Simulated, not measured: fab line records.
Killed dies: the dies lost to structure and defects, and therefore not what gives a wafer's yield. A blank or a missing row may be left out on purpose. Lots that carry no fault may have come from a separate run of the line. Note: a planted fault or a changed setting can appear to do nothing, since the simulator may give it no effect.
fab line records	flow n5-finfet
record lots=9	wafers=27	last-day=18
route steps=1938 shown BEOL_M3@1000 BEOL_M4@1021 PASSIVATION@1936
lots that met no fault: from a run of the same line without faults
start-h: hours from the record's opening day to when the first of the lot's shown wafers began	wait-h: hours since the lot's step before	" repeats the value in the row above	L1.1+2: a single row standing in for several wafers	- value missing, or start not given	* or withheld: withheld	< > ~ a bound
route shown NAME@n: a module of which the file shows steps, and the number in the route of the first	usual: average and standard deviation across the fault-free wafers	same: alike in all rows	chamber/n: place in a boat	sites: readings site by site	_std_site: how widely they spread, as a standard deviation	_edge_site: the outer-site mean with the inner-site mean subtracted	radius-mm: how far each site lies from the wafer's centre	mask NAME#n: copy n	behind: the tool/chamber that last shaped the wafer	hold: why the lot was held/for how many hours/how that ended	device: transistor that didn't switch, given as n, p or np	end of line: tests run on the same wafers once the route is complete	a step without rows: its recipe alone	killed: the dies lost at the first sort to structure and to defects; this is not the yield of the wafer	map: shows each die of a wafer: x if killed, . if not, _ if none is there
set.NAME: setting as actually run; set.NAME@STEP: the setting as run at that earlier step	model.NAME: the simulator's own value behind a step, which no gauge read
a sample of lots followed through the steps of the route, with each step as a table and each wafer as a row
services: from which hour (start-h, from the record's first day; less than 0 if before it) a tool's chamber was out of use, for how many hours, and why
## steps
# step N5_BEOL_M3_SPUTTER_86
# recipe material=Cu	target-thk-a=45	temp-c=-20	chamber-pressure-pa=0.07	power-w=withheld	time-s=8.29
# usual chamber-pressure-pa=0.07/0.00014	susceptor-temp-C=-20.00/0.11	throttle-valve-pct=30.3/1.1
lot.wafer	tool	chamber	start-h	wait-h	chamber-pressure-pa	susceptor-temp-C	throttle-valve-pct
L225.3	pvd-sputter-01	-	176.37	0.1	0.0699	-19.87	30.1
L225.4	"	-	"	"	0.0699	-19.88	29.3
L225.6	"	-	"	"	0.07001	-20.04	29.8
L228.3	pvd-sputter-01	-	183.61	0.1	0.06997	-20.06	31.9
L228.4	"	-	"	"	0.07023	-19.84	29.4
L228.5	"	-	"	"	0.06993	-19.98	29.3
L232.2	pvd-sputter-03	-	216.07	0.1	0.07001	-20.12	28.2
L232.3	"	-	"	"	0.06998	-20.02	30.5
L232.6	"	-	"	"	0.07011	-19.98	31.5
L234.4	pvd-sputter-01	-	216.68	0.1	0.06988	-20.04	31.8
L234.5	"	-	"	"	0.06994	-19.97	29.8
L234.6	"	-	"	"	0.06998	-20.03	29.8
L236.3	pvd-sputter-01	-	229.28	0.1	0.06992	-19.87	31.5
L236.4	"	-	"	"	0.06993	-19.99	29.6
L236.5	"	-	"	"	0.06988	-19.83	29.2
L242.3	pvd-sputter-01	-	280.87	0.1	0.07	-19.79	29.6
L242.5	"	-	"	"	0.07002	-20.05	29.7
L242.6	"	-	"	"	0.0697	-20.03	29.1
L244.1	pvd-sputter-03	-	285.46	0.1	0.07043	-20.00	29.6
L244.2	"	-	"	"	0.06972	-20.16	31.6
L244.4	"	-	"	"	0.06997	-20.09	30.7
L245.2	pvd-sputter-03	-	295.21	0.1	0.07006	-20.10	29.5
L245.4	"	-	"	"	0.06983	-20.00	31.4
L245.6	"	-	"	"	0.07016	-20.10	29.5
L246.2	pvd-sputter-03	-	302.23	0.1	0.0701	-20.10	28.1
L246.3	"	-	"	"	0.07005	-20.07	29.5
L246.5	"	-	"	"	0.06983	-19.97	31.9
# step N5_BEOL_M3_SPUTTER_90
# recipe material=Cu	target-thk-a=45	temp-c=-20	chamber-pressure-pa=0.07	power-w=withheld	time-s=8.29
# usual chamber-pressure-pa=0.07004/0.00015	susceptor-temp-C=-20.01/0.11	throttle-valve-pct=30.3/1.1
lot.wafer	tool	chamber	start-h	wait-h	chamber-pressure-pa	susceptor-temp-C	throttle-valve-pct
L225.3	pvd-sputter-01	-	176.81	0.1	0.07012	-19.82	29.8
L225.4	"	-	"	"	0.07003	-20.10	29.5
L225.6	"	-	"	"	0.07005	-19.87	29.6
L228.3	pvd-sputter-01	-	184.05	0.1	0.07004	-20.15	31.4
L228.4	"	-	"	"	0.06994	-19.99	29.1
L228.5	"	-	"	"	0.06984	-20.09	29.2
L232.2	pvd-sputter-03	-	216.51	0.1	0.0699	-19.91	28.2
L232.3	"	-	"	"	0.07009	-19.97	30.5
L232.6	"	-	"	"	0.07009	-19.87	31.7
L234.4	pvd-sputter-01	-	217.56	0.1	0.07007	-19.94	31.7
L234.5	"	-	"	"	0.07	-20.12	29.8
L234.6	"	-	"	"	0.06996	-19.74	29.8
L236.3	pvd-sputter-01	-	229.72	0.1	0.07027	-20.06	31.6
L236.4	"	-	"	"	0.06993	-20.22	29.4
L236.5	"	-	"	"	0.06985	-19.95	29.1
L242.3	pvd-sputter-01	-	281.31	0.1	0.07009	-20.11	29.3
L242.5	"	-	"	"	0.0699	-20.07	29.7
L242.6	"	-	"	"	0.07005	-19.94	29.1
L244.1	pvd-sputter-03	-	285.90	0.1	0.07024	-20.03	29.3
L244.2	"	-	"	"	0.07008	-19.92	31.2
L244.4	"	-	"	"	0.06992	-20.10	30.4
L245.2	pvd-sputter-03	-	295.65	0.1	0.06998	-19.88	29.4
L245.4	"	-	"	"	0.07	-19.90	31.5
L245.6	"	-	"	"	0.06991	-20.07	29.9
L246.2	pvd-sputter-03	-	302.67	0.1	0.07	-19.96	28.3
L246.3	"	-	"	"	0.07017	-19.96	29.2
L246.5	"	-	"	"	0.06984	-20.04	31.6
# step N5_BEOL_M3_SPUTTER_92
# recipe material=Cu	target-thk-a=45	temp-c=-20	chamber-pressure-pa=0.07	power-w=withheld	time-s=8.29
# usual chamber-pressure-pa=0.07/0.00016	susceptor-temp-C=-20.00/0.12	throttle-valve-pct=30.3/1.1
lot.wafer	tool	chamber	start-h	wait-h	chamber-pressure-pa	susceptor-temp-C	throttle-valve-pct
L225.3	pvd-sputter-01	-	177.03	0.1	0.07	-20.03	30.1
L225.4	"	-	"	"	0.06989	-20.05	29.2
L225.6	"	-	"	"	0.06989	-20.06	29.7
L228.3	pvd-sputter-01	-	184.27	0.1	0.06986	-20.07	31.7
L228.4	"	-	"	"	0.06992	-20.08	29.4
L228.5	"	-	"	"	0.07019	-20.03	29.5
L232.2	pvd-sputter-03	-	216.73	0.1	0.07011	-20.05	28.4
L232.3	"	-	"	"	0.07031	-20.00	30.6
L232.6	"	-	"	"	0.06991	-20.18	31.5
L234.4	pvd-sputter-01	-	218.00	0.1	0.06996	-19.97	32.0
L234.5	"	-	"	"	0.06987	-19.90	29.7
L234.6	"	-	"	"	0.06993	-20.15	30.0
L236.3	pvd-sputter-01	-	230.16	0.1	0.06993	-19.81	31.5
L236.4	"	-	"	"	0.07008	-19.78	29.4
L236.5	"	-	"	"	0.06997	-19.82	29.2
L242.3	pvd-sputter-01	-	281.53	0.1	0.06998	-19.93	29.7
L242.5	"	-	"	"	0.07024	-19.83	30.2
L242.6	"	-	"	"	0.0699	-20.02	29.3
L244.1	pvd-sputter-03	-	286.12	0.1	0.06978	-20.11	29.4
L244.2	"	-	"	"	0.07007	-19.86	31.4
L244.4	"	-	"	"	0.07021	-20.25	30.7
L245.2	pvd-sputter-03	-	295.87	0.1	0.06985	-19.90	29.5
L245.4	"	-	"	"	0.07001	-19.75	31.4
L245.6	"	-	"	"	0.07011	-20.00	29.4
L246.2	pvd-sputter-03	-	302.89	0.1	0.07011	-20.02	27.7
L246.3	"	-	"	"	0.07008	-20.18	29.3
L246.5	"	-	"	"	0.06992	-20.04	31.6
# step N5_BEOL_M4_ILD_DEP_00
# recipe material=SiOC	target-thk-a=790	temp-c=350	precursor=DEMS/O2	pressure-torr=5	rf-w=500	time-s=15.3
# usual heater-power-w=464/39	showerhead-plenum-p-Torr=5.694/0.014	susceptor-temp-C=350.01/0.21	throttle-valve-pct=12.1/0.86
lot.wafer	tool	chamber	start-h	wait-h	heater-power-w	showerhead-plenum-p-Torr	susceptor-temp-C	throttle-valve-pct
L225.3	pecvd-02	1	178.60	0.0	414	5.684	349.90	12.8
L225.4	"	1	"	"	423	5.699	350.46	12.6
L225.6	"	2	"	"	436	5.693	350.28	11.3
L228.3	pecvd-02	2	185.83	0.0	404	5.698	349.99	11.4
L228.4	"	0	"	"	460	5.694	350.07	12.6
L228.5	"	2	"	"	395	5.707	349.97	11.1
L232.2	pecvd-02	1	218.48	0.0	436	5.693	351.03	12.9
L232.3	"	2	"	"	461	5.706	350.94	11.1
L232.6	"	0	"	"	484	5.702	351.24	12.9
L234.4	pecvd-02	1	220.10	0.1	493	5.692	351.18	12.7
L234.5	"	2	"	"	446	5.705	350.91	11.3
L234.6	"	0	"	"	454	5.697	351.08	12.5
L236.3	pecvd-01	2	231.87	0.0	518	5.688	350.30	11.6
L236.4	"	0	"	"	450	5.664	349.84	13.7
L236.5	"	2	"	"	521	5.696	350.59	11.8
L242.3	pecvd-03	2	283.16	0.0	472	5.707	349.87	10.9
L242.5	"	0	"	"	454	5.695	349.59	12.1
L242.6	"	2	"	"	476	5.706	349.84	10.9
L244.1	pecvd-03	0	288.52	0.0	433	5.702	349.98	12.1
L244.2	"	2	"	"	434	5.696	349.99	10.6
L244.4	"	0	"	"	450	5.689	350.16	12.1
L245.2	pecvd-01	1	297.42	0.0	511	5.656	350.12	11.0
L245.4	"	1	"	"	499	5.672	350.09	10.9
L245.6	"	0	"	"	421	5.673	349.86	13.4
L246.2	pecvd-03	2	304.52	0.0	549	5.698	350.27	10.7
L246.3	"	1	"	"	397	5.697	350.08	13.0
L246.5	"	1	"	"	422	5.698	350.10	13.2
# step N5_BEOL_M4_RC_MEAS_101
# usual DIBL_N=35.8/1.4	DIBL_P=35.8/1.6	IOFF_N=0.152/0.021	IOFF_P=0.204/0.027	ION_N=672/8.7	ION_P=461/6.2	SS_N=71.5/0.54	SS_P=73.1/0.57	VT_N=250.0/2.5	VT_P=-250.6/2.7
lot.wafer	tool	chamber	start-h	wait-h	DIBL_N[mV/V]	DIBL_P[mV/V]	IOFF_N[nA/um]	IOFF_P[nA/um]	ION_N[uA/um]	ION_P[uA/um]	SS_N[mV/dec]	SS_P[mV/dec]	VT_N[mV]	VT_P[mV]
L225.3	prober-01	0	192.44	0.3	36.7	38.0	0.175	0.212	683	463	72.8	73.2	251.0	-252.0
L225.4	"	0	"	"	35.8	37.4	0.163	0.192	692	462	72.6	72.9	249.6	-252.6
L225.6	"	0	"	"	35.3	36.7	0.156	0.185	680	461	72.0	72.8	250.9	-254.4
L228.3	prober-02	0	199.18	0.3	35.7	36.7	0.159	0.223	679	466	72.1	73.0	247.3	-249.0
L228.4	"	0	"	"	35.0	35.6	0.147	0.202	667	464	71.3	72.2	246.3	-247.8
L228.5	"	0	"	"	35.7	37.1	0.171	0.229	686	463	71.1	72.8	245.7	-248.5
L232.2	prober-02	0	233.67	0.2	37.8	39.7	0.184	0.225	672	456	71.7	73.4	248.0	-251.6
L232.3	"	0	"	"	36.7	38.3	0.150	0.195	670	455	72.2	73.2	251.5	-253.9
L232.6	"	0	"	"	36.5	38.4	0.155	0.202	665	455	72.2	73.6	248.2	-252.6
L234.4	prober-01	0	236.61	0.5	35.6	36.9	0.159	0.212	676	462	71.4	73.7	249.7	-249.1
L234.5	"	0	"	"	34.4	34.9	0.133	0.189	665	458	71.6	73.2	252.8	-250.6
L234.6	"	0	"	"	34.8	35.8	0.145	0.194	669	453	71.4	73.6	250.5	-251.1
L236.3	prober-01	0	241.49	0.3	36.2	36.1	0.148	0.185	660	450	71.7	73.4	250.4	-254.4
L236.4	"	0	"	"	35.8	35.8	0.143	0.178	672	460	71.3	73.4	250.5	-254.1
L236.5	"	0	"	"	35.5	34.8	0.141	0.175	667	459	71.3	73.7	252.3	-250.3
L242.3	prober-01	0	291.87	0.3	36.2	35.7	0.165	0.241	672	468	71.8	73.2	247.8	-249.2
L242.5	"	0	"	"	37.8	38.1	0.204	0.281	679	466	72.0	73.2	245.2	-245.0
L242.6	"	0	"	"	36.0	35.0	0.163	0.226	673	461	72.0	73.2	249.5	-249.3
L244.1	prober-02	0	299.63	0.0	33.6	34.9	0.132	0.169	659	453	70.6	72.8	252.8	-251.8
L244.2	"	0	"	"	34.1	35.2	0.138	0.173	663	460	70.7	72.7	249.9	-253.6
L244.4	"	0	"	"	33.5	34.8	0.126	0.167	671	455	70.5	73.0	252.3	-254.0
L245.2	prober-01	0	308.32	0.2	37.1	36.6	0.175	0.236	681	469	71.5	73.4	250.5	-247.9
L245.4	"	0	"	"	37.5	37.4	0.194	0.260	680	468	71.4	74.0	246.3	-245.3
L245.6	"	0	"	"	37.0	37.1	0.192	0.255	692	478	70.6	73.7	244.7	-246.4
L246.2	prober-02	0	316.41	0.2	36.5	34.4	0.165	0.203	681	463	71.1	74.1	247.6	-251.2
L246.3	"	0	"	"	36.4	34.3	0.173	0.205	680	457	71.3	72.7	247.0	-249.2
L246.5	"	0	"	"	36.7	34.6	0.174	0.209	670	466	71.8	73.6	247.0	-248.4
# step N5_PASSIVATION_PROBE_49
# usual defect-limited-yield=91.6/1.4	killed_at_M0_to_M3=33/9.7	killed_at_M4_up=13/5.4	killed-at-contacts=13/6.6	killed-at-front-end=36/11	killed-at-other=3.9/3	killed-dies=99/16	killed-open=66/12	killed-short=32/7.9	sort_bin_5_function=4.9/0.9	sort_bin_6_memory=3.2/0.67	sort-n-pass=1081/16	sort-yield-pct=91.6/1.4
# same gross-dies=1180	killed-at-back-side=0	sort_bin_4_leakage[%]=0	sort_bin_8_speed[%]=0
lot.wafer	tool	chamber	start-h	wait-h	defect-limited-yield[%]	killed_at_M0_to_M3	killed_at_M4_up	killed-at-contacts	killed-at-front-end	killed-at-other	killed-dies	killed-open	killed-short	sort_bin_5_function[%]	sort_bin_6_memory[%]	sort-n-pass	sort-yield-pct[%]
L234.4	prober-01	-	340.70	0.2	91.5	31	13	9	38	9	100	58	37	5.0	3.1	1080	91.5
L234.5	prober-01	-	340.75	0.2	92.7	27	23	3	30	3	86	61	22	4.5	2.6	1094	92.7
L234.6	prober-01	-	340.80	0.3	89.9	27	16	8	64	4	119	74	44	6.1	3.8	1061	89.9
# killed by level:class
L234.4 BEOL_M0_SAQP:geometric-particle:open=10 FIN_SAQP:geometric-particle:short=9 BEOL_M0_SAQP:geometric-particle:short=8 MOL_CONTACT_COAG:geometric-particle:open=7 BEOL_M2:geometric-particle:open=6 STARTING-WAFER:geometric-particle:open=6 GATE_CUT:geometric-particle:short=5 STI_FIN_REVEAL:geometric-particle:open=5
L234.5 BEOL_M2:geometric-particle:open=11 BEOL_M4:geometric-particle:open=11 BEOL_M3:geometric-particle:open=7 FIN_SAQP:geometric-particle:open=6 STI_FIN_REVEAL:geometric-particle:open=4 BEOL_M5:geometric-particle:open=4 FIN_SAQP:geometric-particle:short=3 DUMMY_GATE:geometric-particle:open=3
L234.6 FIN_SAQP:geometric-particle:open=16 FIN_SAQP:geometric-particle:short=13 BEOL_M3:geometric-particle:open=9 MOL_CONTACT_COAG:geometric-particle:open=8 BEOL_M1:geometric-particle:open=7 BEOL_M4:geometric-particle:open=7 STI_FIN_REVEAL:geometric-particle:open=7 STARTING-WAFER:geometric-particle:short=7
## services
tool	chamber	start-h	hours	kind
pecvd-03	2	183.78	5.5	scheduled-down
pecvd-01	2	186.98	2.1	scheduled-down
pecvd-01	2	192.19	10.5	repair
pecvd-03	1	197.80	2.1	scheduled-down
pecvd-03	-	210.90	0.7	repair
pecvd-01	1	237.48	10.0	repair
pecvd-01	0	272.62	5.5	scheduled-down
pecvd-01	-	283.86	6.0	pm
pecvd-02	0	291.76	2.1	scheduled-down
pecvd-03	-	297.75	2.6	repair
pecvd-03	0	302.05	8.0	repair
## key
first-sign step=N5_BEOL_M4_ILD_DEP_00	reading=susceptor-temp-C	direction=up	sigmas=5.1	usual=*	struck=*
effect none on later readings
met-at N5_BEOL_M4_ILD_DEP_00
struck-lots L232,L234
not-acting-at N5_BEOL_M3_SPUTTER_86,N5_BEOL_M3_SPUTTER_90,N5_BEOL_M3_SPUTTER_92
onset-between 185.83 218.48
fault kind=process-parameter-drift	tool=pecvd-02	chamber=-	onset-h=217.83	steps=N5_BEOL_M4_ILD_DEP_00	channel=temp-c	offset=*	shape=step	end-h=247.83	acts-in=*	stated=*
